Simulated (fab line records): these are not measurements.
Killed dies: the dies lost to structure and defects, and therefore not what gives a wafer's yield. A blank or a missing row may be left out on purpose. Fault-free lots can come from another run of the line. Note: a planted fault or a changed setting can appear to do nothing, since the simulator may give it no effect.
fab line records || flow nand-harc
record: {"lots": 5, "wafers": 15, "last-day": 32}
route steps=1302 shown A_ONON_D1@434 END@1302
lots that met no fault: from a run of the same line without faults
start-h: hours from the record's first day to the start of the lot's first wafer shown || wait-h: time in hours since the lot's previous step || " unchanged from the row above || L1.1+2: a row that stands for several wafers || - either no value or no given start || * or withheld: withheld || < > ~ a bound
route shown NAME@n: a module of which the file shows steps, and the number in the route of the first || usual: mean and standard deviation over wafers with no fault || same: alike in all rows || chamber/n: place in a boat || sites: readings site by site || _std_site: the standard deviation of these || _edge_site: inner sites' mean taken away from outer sites' mean || radius-mm: for every site, how far away it sits from the centre of the wafer || mask NAME#n: copy n || behind: the tool/chamber that last shaped the wafer || hold: what put the lot on hold/how long, in hours/how the hold closed || device: transistor that didn't switch, given as n, p or np || end of line: tests run on the same wafers once the route is complete || a step without rows: its recipe alone || killed: dies that structure and defects cost at the first sort, which is not the same as the wafer's yield || map: dies across one wafer; x = killed, . = not, _ = none there
set.NAME: setting as actually run; set.NAME@STEP: the setting as run at that earlier step || model.NAME: the simulator's own value behind a step, which no gauge read
lots seen at some steps along the route; tables by step, rows by wafer
services: when a tool's chamber went out of use (start-h, in hours from the record's first day, below 0 if earlier), for how many hours, and the reason
== steps ==
step: NHARC_A_ONON_D1_ANNEAL_15
recipe: {"temp-c": 750, "time-s": 3600}
step: NHARC_A_ONON_D1_DEP_16
recipe: {"target-thk-a": 10000, "n2-flow-sccm": 2750, "n2o-flow-sccm": 2000, "nh3-flow-sccm": 500, "sih4-flow-sccm": 210, "temp-c": 400}
step: NHARC_A_ONON_D1_THK_MEAS_18
recipe: {"thk-meas-gauge": "ellipsometry"}
usual: {"thk-nm": "997/8.8"}
{"lot.wafer": "L651.3", "tool": "film-metro-01", "chamber": "-", "start-h": 199.73, "wait-h": "-", "thk-nm": 992}
{"lot.wafer": "L651.4", "tool": "film-metro-01", "chamber": "-", "start-h": 199.73, "wait-h": "-", "thk-nm": 992}
{"lot.wafer": "L651.5", "tool": "film-metro-01", "chamber": "-", "start-h": 199.73, "wait-h": "-", "thk-nm": 992}
{"lot.wafer": "L660.1", "tool": "film-metro-02", "chamber": "-", "start-h": 299.14, "wait-h": "-", "thk-nm": 1004}
{"lot.wafer": "L660.2", "tool": "film-metro-02", "chamber": "-", "start-h": 299.14, "wait-h": "-", "thk-nm": 1006}
{"lot.wafer": "L660.6", "tool": "film-metro-02", "chamber": "-", "start-h": 299.14, "wait-h": "-", "thk-nm": 1007}
{"lot.wafer": "L665.2", "tool": "film-metro-02", "chamber": "-", "start-h": 341.98, "wait-h": "-", "thk-nm": 997}
{"lot.wafer": "L665.5", "tool": "film-metro-02", "chamber": "-", "start-h": 341.98, "wait-h": "-", "thk-nm": 997}
{"lot.wafer": "L665.6", "tool": "film-metro-02", "chamber": "-", "start-h": 341.98, "wait-h": "-", "thk-nm": 997}
{"lot.wafer": "L668.1", "tool": "film-metro-01", "chamber": "-", "start-h": 372.59, "wait-h": "-", "thk-nm": 985}
{"lot.wafer": "L668.2", "tool": "film-metro-01", "chamber": "-", "start-h": 372.59, "wait-h": "-", "thk-nm": 987}
{"lot.wafer": "L668.5", "tool": "film-metro-01", "chamber": "-", "start-h": 372.59, "wait-h": "-", "thk-nm": 984}
{"lot.wafer": "L671.1", "tool": "film-metro-02", "chamber": "-", "start-h": 397.21, "wait-h": "-", "thk-nm": 993}
{"lot.wafer": "L671.5", "tool": "film-metro-02", "chamber": "-", "start-h": 397.21, "wait-h": "-", "thk-nm": 996}
{"lot.wafer": "L671.6", "tool": "film-metro-02", "chamber": "-", "start-h": 397.21, "wait-h": "-", "thk-nm": 991}
step: NHARC_A_ONON_D1_DEP_19
recipe: {"target-thk-a": 10000, "n2-flow-sccm": 2750, "n2o-flow-sccm": 2000, "nh3-flow-sccm": 500, "sih4-flow-sccm": 210, "temp-c": 400}
step: NHARC_A_ONON_D1_THK_MEAS_21
recipe: {"thk-meas-gauge": "ellipsometry"}
usual: {"thk-nm": "999/7.9"}
{"lot.wafer": "L651.3", "tool": "film-metro-02", "chamber": "-", "start-h": 200.29, "wait-h": "-", "thk-nm": 989}
{"lot.wafer": "L651.4", "tool": "film-metro-02", "chamber": "-", "start-h": 200.29, "wait-h": "-", "thk-nm": 990}
{"lot.wafer": "L651.5", "tool": "film-metro-02", "chamber": "-", "start-h": 200.29, "wait-h": "-", "thk-nm": 989}
{"lot.wafer": "L660.1", "tool": "film-metro-02", "chamber": "-", "start-h": 299.71, "wait-h": "-", "thk-nm": 1005}
{"lot.wafer": "L660.2", "tool": "film-metro-02", "chamber": "-", "start-h": 299.71, "wait-h": "-", "thk-nm": 1004}
{"lot.wafer": "L660.6", "tool": "film-metro-02", "chamber": "-", "start-h": 299.71, "wait-h": "-", "thk-nm": 1005}
{"lot.wafer": "L665.2", "tool": "film-metro-01", "chamber": "-", "start-h": 342.55, "wait-h": "-", "thk-nm": 1004}
{"lot.wafer": "L665.5", "tool": "film-metro-01", "chamber": "-", "start-h": 342.55, "wait-h": "-", "thk-nm": 1005}
{"lot.wafer": "L665.6", "tool": "film-metro-01", "chamber": "-", "start-h": 342.55, "wait-h": "-", "thk-nm": 1005}
{"lot.wafer": "L668.1", "tool": "film-metro-01", "chamber": "-", "start-h": 373.15, "wait-h": "-", "thk-nm": 984}
{"lot.wafer": "L668.2", "tool": "film-metro-01", "chamber": "-", "start-h": 373.15, "wait-h": "-", "thk-nm": 983}
{"lot.wafer": "L668.5", "tool": "film-metro-01", "chamber": "-", "start-h": 373.15, "wait-h": "-", "thk-nm": 985}
{"lot.wafer": "L671.1", "tool": "film-metro-01", "chamber": "-", "start-h": 397.78, "wait-h": "-", "thk-nm": 1011}
{"lot.wafer": "L671.5", "tool": "film-metro-01", "chamber": "-", "start-h": 397.78, "wait-h": "-", "thk-nm": 1011}
{"lot.wafer": "L671.6", "tool": "film-metro-01", "chamber": "-", "start-h": 397.78, "wait-h": "-", "thk-nm": 1010}
step: NHARC_A_ONON_D1_DEP_22
recipe: {"target-thk-a": 10000, "n2-flow-sccm": 2750, "n2o-flow-sccm": 2000, "nh3-flow-sccm": 500, "sih4-flow-sccm": 210, "temp-c": 400}
step: NHARC_A_ONON_D1_THK_MEAS_24
recipe: {"thk-meas-gauge": "ellipsometry"}
usual: {"thk-nm": "1000/8.1"}
{"lot.wafer": "L651.3", "tool": "film-metro-01", "chamber": "-", "start-h": 200.86, "wait-h": "-", "thk-nm": 1009}
{"lot.wafer": "L651.4", "tool": "film-metro-01", "chamber": "-", "start-h": 200.86, "wait-h": "-", "thk-nm": 1008}
{"lot.wafer": "L651.5", "tool": "film-metro-01", "chamber": "-", "start-h": 200.86, "wait-h": "-", "thk-nm": 1008}
{"lot.wafer": "L660.1", "tool": "film-metro-01", "chamber": "-", "start-h": 300.27, "wait-h": "-", "thk-nm": 1003}
{"lot.wafer": "L660.2", "tool": "film-metro-01", "chamber": "-", "start-h": 300.27, "wait-h": "-", "thk-nm": 1002}
{"lot.wafer": "L660.6", "tool": "film-metro-01", "chamber": "-", "start-h": 300.27, "wait-h": "-", "thk-nm": 1005}
{"lot.wafer": "L665.2", "tool": "film-metro-01", "chamber": "-", "start-h": 343.11, "wait-h": "-", "thk-nm": 980}
{"lot.wafer": "L665.5", "tool": "film-metro-01", "chamber": "-", "start-h": 343.11, "wait-h": "-", "thk-nm": 982}
{"lot.wafer": "L665.6", "tool": "film-metro-01", "chamber": "-", "start-h": 343.11, "wait-h": "-", "thk-nm": 982}
{"lot.wafer": "L668.1", "tool": "film-metro-01", "chamber": "-", "start-h": 373.72, "wait-h": "-", "thk-nm": 1003}
{"lot.wafer": "L668.2", "tool": "film-metro-01", "chamber": "-", "start-h": 373.72, "wait-h": "-", "thk-nm": 1004}
{"lot.wafer": "L668.5", "tool": "film-metro-01", "chamber": "-", "start-h": 373.72, "wait-h": "-", "thk-nm": 1001}
{"lot.wafer": "L671.1", "tool": "film-metro-02", "chamber": "-", "start-h": 398.34, "wait-h": "-", "thk-nm": 1017}
{"lot.wafer": "L671.5", "tool": "film-metro-02", "chamber": "-", "start-h": 398.34, "wait-h": "-", "thk-nm": 1014}
{"lot.wafer": "L671.6", "tool": "film-metro-02", "chamber": "-", "start-h": 398.34, "wait-h": "-", "thk-nm": 1014}
step: NHARC_A_ONON_D1_DEP_25
recipe: {"target-thk-a": 10000, "n2-flow-sccm": 2750, "n2o-flow-sccm": 2000, "nh3-flow-sccm": 500, "sih4-flow-sccm": 210, "temp-c": 400}
step: NHARC_A_ONON_D1_THK_MEAS_27
recipe: {"thk-meas-gauge": "ellipsometry"}
usual: {"thk-nm": "1001/9.3"}
{"lot.wafer": "L651.3", "tool": "film-metro-01", "chamber": "-", "start-h": 201.43, "wait-h": "-", "thk-nm": 993}
{"lot.wafer": "L651.4", "tool": "film-metro-01", "chamber": "-", "start-h": 201.43, "wait-h": "-", "thk-nm": 993}
{"lot.wafer": "L651.5", "tool": "film-metro-01", "chamber": "-", "start-h": 201.43, "wait-h": "-", "thk-nm": 993}
{"lot.wafer": "L660.1", "tool": "film-metro-02", "chamber": "-", "start-h": 300.84, "wait-h": "-", "thk-nm": 997}
{"lot.wafer": "L660.2", "tool": "film-metro-02", "chamber": "-", "start-h": 300.84, "wait-h": "-", "thk-nm": 999}
{"lot.wafer": "L660.6", "tool": "film-metro-02", "chamber": "-", "start-h": 300.84, "wait-h": "-", "thk-nm": 997}
{"lot.wafer": "L665.2", "tool": "film-metro-02", "chamber": "-", "start-h": 343.71, "wait-h": "-", "thk-nm": 996}
{"lot.wafer": "L665.5", "tool": "film-metro-02", "chamber": "-", "start-h": 343.71, "wait-h": "-", "thk-nm": 992}
{"lot.wafer": "L665.6", "tool": "film-metro-02", "chamber": "-", "start-h": 343.71, "wait-h": "-", "thk-nm": 995}
{"lot.wafer": "L668.1", "tool": "film-metro-01", "chamber": "-", "start-h": 374.29, "wait-h": "-", "thk-nm": 1001}
{"lot.wafer": "L668.2", "tool": "film-metro-01", "chamber": "-", "start-h": 374.29, "wait-h": "-", "thk-nm": 1002}
{"lot.wafer": "L668.5", "tool": "film-metro-01", "chamber": "-", "start-h": 374.29, "wait-h": "-", "thk-nm": 1003}
{"lot.wafer": "L671.1", "tool": "film-metro-01", "chamber": "-", "start-h": 398.91, "wait-h": "-", "thk-nm": 999}
{"lot.wafer": "L671.5", "tool": "film-metro-01", "chamber": "-", "start-h": 398.91, "wait-h": "-", "thk-nm": 1000}
{"lot.wafer": "L671.6", "tool": "film-metro-01", "chamber": "-", "start-h": 398.91, "wait-h": "-", "thk-nm": 996}
step: NHARC_A_ONON_D1_DEP_28
recipe: {"target-thk-a": 10000, "n2-flow-sccm": 2750, "n2o-flow-sccm": 2000, "nh3-flow-sccm": 500, "sih4-flow-sccm": 210, "temp-c": 400}
step: NHARC_A_ONON_D1_THK_MEAS_30
recipe: {"thk-meas-gauge": "ellipsometry"}
usual: {"thk-nm": "1001/9.5"}
{"lot.wafer": "L651.3", "tool": "film-metro-02", "chamber": "-", "start-h": 202.00, "wait-h": "-", "thk-nm": 998}
{"lot.wafer": "L651.4", "tool": "film-metro-02", "chamber": "-", "start-h": 202.00, "wait-h": "-", "thk-nm": 999}
{"lot.wafer": "L651.5", "tool": "film-metro-02", "chamber": "-", "start-h": 202.00, "wait-h": "-", "thk-nm": 999}
{"lot.wafer": "L660.1", "tool": "film-metro-02", "chamber": "-", "start-h": 301.42, "wait-h": "-", "thk-nm": 1014}
{"lot.wafer": "L660.2", "tool": "film-metro-02", "chamber": "-", "start-h": 301.42, "wait-h": "-", "thk-nm": 1012}
{"lot.wafer": "L660.6", "tool": "film-metro-02", "chamber": "-", "start-h": 301.42, "wait-h": "-", "thk-nm": 1013}
{"lot.wafer": "L665.2", "tool": "film-metro-02", "chamber": "-", "start-h": 344.27, "wait-h": "-", "thk-nm": 994}
{"lot.wafer": "L665.5", "tool": "film-metro-02", "chamber": "-", "start-h": 344.27, "wait-h": "-", "thk-nm": 996}
{"lot.wafer": "L665.6", "tool": "film-metro-02", "chamber": "-", "start-h": 344.27, "wait-h": "-", "thk-nm": 994}
{"lot.wafer": "L668.1", "tool": "film-metro-01", "chamber": "-", "start-h": 374.85, "wait-h": "-", "thk-nm": 988}
{"lot.wafer": "L668.2", "tool": "film-metro-01", "chamber": "-", "start-h": 374.85, "wait-h": "-", "thk-nm": 988}
{"lot.wafer": "L668.5", "tool": "film-metro-01", "chamber": "-", "start-h": 374.85, "wait-h": "-", "thk-nm": 988}
{"lot.wafer": "L671.1", "tool": "film-metro-01", "chamber": "-", "start-h": 399.57, "wait-h": "-", "thk-nm": 1006}
{"lot.wafer": "L671.5", "tool": "film-metro-01", "chamber": "-", "start-h": 399.57, "wait-h": "-", "thk-nm": 1006}
{"lot.wafer": "L671.6", "tool": "film-metro-01", "chamber": "-", "start-h": 399.57, "wait-h": "-", "thk-nm": 1006}
step: NHARC_A_ONON_D1_DEP_33
recipe: {"target-thk-a": 2000, "temp-c": 400, "pressure-torr": 6.5, "rf-w": 900, "teos-flow-sccm": 161.4, "flow-sccm": 2650, "target-thk-nm": 200, "gas": "O2", "material": "SiO2"}
usual: {"heater-power-w": "571/86", "mfc-precursor-sccm": "161.4/0.51", "throttle-valve-pct": "16.0/0.58"}
{"lot.wafer": "L651.3", "tool": "pecvd-01", "chamber": 2, "start-h": 202.10, "wait-h": 0.1, "heater-power-w": 476, "mfc-precursor-sccm": 161.9, "throttle-valve-pct": 16.1}
{"lot.wafer": "L651.5", "tool": "pecvd-01", "chamber": 1, "start-h": 202.10, "wait-h": 0.1, "heater-power-w": 768, "mfc-precursor-sccm": 160.8, "throttle-valve-pct": 15.8}
{"lot.wafer": "L651.4", "tool": "pecvd-01", "chamber": 2, "start-h": 202.10, "wait-h": 0.1, "heater-power-w": 507, "mfc-precursor-sccm": 161.8, "throttle-valve-pct": 16.0}
{"lot.wafer": "L660.2", "tool": "pecvd-01", "chamber": 2, "start-h": 301.52, "wait-h": 0.1, "heater-power-w": 554, "mfc-precursor-sccm": 211.3, "throttle-valve-pct": 16.9}
{"lot.wafer": "L660.1", "tool": "pecvd-01", "chamber": 0, "start-h": 301.52, "wait-h": 0.1, "heater-power-w": 517, "mfc-precursor-sccm": 161.4, "throttle-valve-pct": 15.3}
{"lot.wafer": "L660.6", "tool": "pecvd-01", "chamber": 1, "start-h": 301.52, "wait-h": 0.1, "heater-power-w": 619, "mfc-precursor-sccm": 161.6, "throttle-valve-pct": 16.2}
{"lot.wafer": "L665.2", "tool": "pecvd-02", "chamber": 1, "start-h": 344.42, "wait-h": 0.1, "heater-power-w": 517, "mfc-precursor-sccm": 161.4, "throttle-valve-pct": 15.6}
{"lot.wafer": "L665.5", "tool": "pecvd-02", "chamber": 0, "start-h": 344.42, "wait-h": 0.1, "heater-power-w": 648, "mfc-precursor-sccm": 161.5, "throttle-valve-pct": 17.1}
{"lot.wafer": "L665.6", "tool": "pecvd-02", "chamber": 1, "start-h": 344.42, "wait-h": 0.1, "heater-power-w": 512, "mfc-precursor-sccm": 161.1, "throttle-valve-pct": 15.8}
{"lot.wafer": "L668.2", "tool": "pecvd-02", "chamber": 2, "start-h": 374.91, "wait-h": 0.1, "heater-power-w": 448, "mfc-precursor-sccm": 161.9, "throttle-valve-pct": 15.7}
{"lot.wafer": "L668.1", "tool": "pecvd-02", "chamber": 1, "start-h": 374.91, "wait-h": 0.1, "heater-power-w": 581, "mfc-precursor-sccm": 161.9, "throttle-valve-pct": 15.7}
{"lot.wafer": "L668.5", "tool": "pecvd-02", "chamber": 0, "start-h": 374.91, "wait-h": 0.1, "heater-power-w": 597, "mfc-precursor-sccm": 161.6, "throttle-valve-pct": 17.1}
{"lot.wafer": "L671.1", "tool": "pecvd-02", "chamber": 2, "start-h": 399.63, "wait-h": 0.1, "heater-power-w": 404, "mfc-precursor-sccm": 162.1, "throttle-valve-pct": 15.8}
{"lot.wafer": "L671.5", "tool": "pecvd-02", "chamber": 0, "start-h": 399.63, "wait-h": 0.1, "heater-power-w": 639, "mfc-precursor-sccm": 161.5, "throttle-valve-pct": 17.2}
{"lot.wafer": "L671.6", "tool": "pecvd-02", "chamber": 1, "start-h": 399.63, "wait-h": 0.1, "heater-power-w": 457, "mfc-precursor-sccm": 161.0, "throttle-valve-pct": 15.8}
step: NHARC_A_ONON_D1_THK_MEAS_34
recipe: {"thk-meas-gauge": "ellipsometry"}
usual: {"thk-nm": "202/3.3"}
{"lot.wafer": "L651.3", "tool": "film-metro-01", "chamber": "-", "start-h": 202.47, "wait-h": "-", "hold": "-", "thk-nm": 204}
{"lot.wafer": "L651.4", "tool": "film-metro-01", "chamber": "-", "start-h": 202.47, "wait-h": "-", "hold": "-", "thk-nm": 206}
{"lot.wafer": "L651.5", "tool": "film-metro-01", "chamber": "-", "start-h": 202.47, "wait-h": "-", "hold": "-", "thk-nm": 204}
{"lot.wafer": "L660.1", "tool": "film-metro-02", "chamber": "-", "start-h": 301.89, "wait-h": "-", "hold": "await-dispo/0.2h/release", "thk-nm": 201}
{"lot.wafer": "L660.2", "tool": "film-metro-02", "chamber": "-", "start-h": 301.89, "wait-h": "-", "hold": "await-dispo/0.2h/release", "thk-nm": 263}
{"lot.wafer": "L660.6", "tool": "film-metro-02", "chamber": "-", "start-h": 301.89, "wait-h": "-", "hold": "await-dispo/0.2h/release", "thk-nm": 200}
{"lot.wafer": "L660.1", "tool": "film-metro-02", "chamber": "-", "start-h": 302.06, "wait-h": 0.2, "hold": "-", "thk-nm": 202}
{"lot.wafer": "L660.2", "tool": "film-metro-02", "chamber": "-", "start-h": 302.06, "wait-h": 0.2, "hold": "-", "thk-nm": 262}
{"lot.wafer": "L660.6", "tool": "film-metro-02", "chamber": "-", "start-h": 302.06, "wait-h": 0.2, "hold": "-", "thk-nm": 200}
{"lot.wafer": "L665.2", "tool": "film-metro-02", "chamber": "-", "start-h": 344.74, "wait-h": "-", "hold": "-", "thk-nm": 198}
{"lot.wafer": "L665.5", "tool": "film-metro-02", "chamber": "-", "start-h": 344.74, "wait-h": "-", "hold": "-", "thk-nm": 201}
{"lot.wafer": "L665.6", "tool": "film-metro-02", "chamber": "-", "start-h": 344.74, "wait-h": "-", "hold": "-", "thk-nm": 203}
{"lot.wafer": "L668.1", "tool": "film-metro-01", "chamber": "-", "start-h": 375.32, "wait-h": "-", "hold": "-", "thk-nm": 201}
{"lot.wafer": "L668.2", "tool": "film-metro-01", "chamber": "-", "start-h": 375.32, "wait-h": "-", "hold": "-", "thk-nm": 201}
{"lot.wafer": "L668.5", "tool": "film-metro-01", "chamber": "-", "start-h": 375.32, "wait-h": "-", "hold": "-", "thk-nm": 204}
{"lot.wafer": "L671.1", "tool": "film-metro-02", "chamber": "-", "start-h": 400.05, "wait-h": "-", "hold": "-", "thk-nm": 200}
{"lot.wafer": "L671.5", "tool": "film-metro-02", "chamber": "-", "start-h": 400.05, "wait-h": "-", "hold": "-", "thk-nm": 204}
{"lot.wafer": "L671.6", "tool": "film-metro-02", "chamber": "-", "start-h": 400.05, "wait-h": "-", "hold": "-", "thk-nm": 206}
step: NHARC_END_SORT_01
recipe: {"temp-c": 25}
usual: {"killed-at-array": "61/26", "killed-at-other": "0.8/1.1", "killed-at-periphery": "4.0/2.6", "killed-dies": "66/26", "killed-open": "3.1/1.7", "killed-short": "2.5/1.5"}
same: {"gross-dies": 677}
{"lot.wafer": "L660.1", "tool": "prober-02", "chamber": 0, "start-h": 726.20, "wait-h": 2.5, "killed-at-array": 62, "killed-at-other": 0, "killed-at-periphery": 1, "killed-dies": 63, "killed-open": 2, "killed-short": 2}
{"lot.wafer": "L660.2", "tool": "prober-02", "chamber": 0, "start-h": 727.00, "wait-h": 2.8, "killed-at-array": 63, "killed-at-other": 0, "killed-at-periphery": 5, "killed-dies": 68, "killed-open": 5, "killed-short": 4}
{"lot.wafer": "L660.6", "tool": "prober-02", "chamber": 0, "start-h": 730.19, "wait-h": 4.0, "killed-at-array": 60, "killed-at-other": 0, "killed-at-periphery": 2, "killed-dies": 62, "killed-open": 1, "killed-short": 3}
killed by level:class
L660.1 A_SLIT:chamber-film-flake=31 A_CHANNEL_HOLE_D2:chamber-film-flake=12 A_CHANNEL_HOLE_D1:chamber-film-flake=6 A_CONTACT:chamber-film-flake=5 A_ONON_D1:geometric-particle:short=1 A_CHANNEL_HOLE_D1:geometric-particle:short=1 A_DECK1_JOINT:geometric-particle:open=1 A_SLIT:geometric-particle:open=1
L660.2 A_SLIT:chamber-film-flake=28 A_CONTACT:chamber-film-flake=9 A_CHANNEL_HOLE_D2:chamber-film-flake=7 A_CHANNEL_HOLE_D1:chamber-film-flake=6 A_CHANNEL_FILL_D2:chamber-film-flake=2 A_STAIRCASE:chamber-film-flake=2 A_SGD_CUT:chamber-film-flake=2 P_GATE:geometric-particle:short=1
L660.6 A_SLIT:chamber-film-flake=28 A_CHANNEL_HOLE_D2:chamber-film-flake=9 A_CONTACT:chamber-film-flake=6 A_STAIRCASE:chamber-film-flake=5 A_CHANNEL_HOLE_D1:chamber-film-flake=4 A_SGD_CUT:chamber-film-flake=3 A_CHANNEL_FILL_D2:chamber-film-flake=2 P_M0:geometric-particle:short=1
== services ==
{"tool": "pecvd-02", "chamber": 0, "start-h": 211.75, "hours": "-", "kind": "calibration"}
{"tool": "pecvd-02", "chamber": "-", "start-h": 227.19, "hours": 13.0, "kind": "pm"}
{"tool": "pecvd-02", "chamber": 0, "start-h": 227.19, "hours": 13.0, "kind": "vent-cycle"}
{"tool": "pecvd-02", "chamber": 1, "start-h": 227.19, "hours": 13.0, "kind": "vent-cycle"}
{"tool": "pecvd-02", "chamber": 2, "start-h": 227.19, "hours": 13.0, "kind": "vent-cycle"}
{"tool": "pecvd-02", "chamber": 0, "start-h": 240.19, "hours": "-", "kind": "clean"}
{"tool": "pecvd-02", "chamber": 1, "start-h": 240.19, "hours": "-", "kind": "clean"}
{"tool": "pecvd-02", "chamber": 2, "start-h": 240.19, "hours": "-", "kind": "clean"}
{"tool": "pecvd-01", "chamber": 2, "start-h": 249.73, "hours": 10.3, "kind": "repair"}
{"tool": "pecvd-02", "chamber": 0, "start-h": 290.06, "hours": 12.8, "kind": "repair"}
{"tool": "pecvd-01", "chamber": 2, "start-h": 302.05, "hours": 9.1, "kind": "repair"}
{"tool": "pecvd-01", "chamber": "-", "start-h": 311.02, "hours": 13.0, "kind": "pm"}
{"tool": "pecvd-01", "chamber": 0, "start-h": 311.02, "hours": 13.0, "kind": "vent-cycle"}
{"tool": "pecvd-01", "chamber": 1, "start-h": 311.02, "hours": 13.0, "kind": "vent-cycle"}
{"tool": "pecvd-01", "chamber": 0, "start-h": 324.02, "hours": "-", "kind": "clean"}
{"tool": "pecvd-01", "chamber": 1, "start-h": 324.02, "hours": "-", "kind": "clean"}
{"tool": "pecvd-01", "chamber": 2, "start-h": 324.02, "hours": "-", "kind": "clean"}
{"tool": "pecvd-01", "chamber": 2, "start-h": 350.23, "hours": 12.6, "kind": "repair"}
{"tool": "pecvd-02", "chamber": "-", "start-h": 376.21, "hours": 1.0, "kind": "repair"}
== key ==
first-sign: {"step": "NHARC_A_ONON_D1_DEP_33", "reading": "mfc-precursor-sccm", "direction": "up", "sigmas": 99, "usual": 161.4, "struck": 211.3}
effect: {"step": "NHARC_A_ONON_D1_THK_MEAS_34", "reading": "visit", "direction": "added"}
effect: {"step": "NHARC_A_ONON_D1_THK_MEAS_34", "reading": "thk-nm", "direction": "up", "sigmas": 19, "usual": 202, "struck": 263}
met-at NHARC_A_ONON_D1_DEP_33
struck-wafers L660.2
tester-left-out L660
onset-between 202.10 301.52
fault: {"kind": "process-parameter-drift", "tool": "pecvd-01", "chamber": 2, "onset-h": 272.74, "steps": "NHARC_A_ONON_D1_DEP_33", "channel": "teos-flow-sccm", "offset": "*", "shape": "step", "end-h": 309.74, "acts-in": "*", "stated": "*"}
tester-left-out: of these lots the tester's yield and bins aren't shown, on N5 and GAA mostly nor the transistor test; their killed dies are dies lost to structure and defects alone, not to doping, threshold or leakage, so they don't give the yield
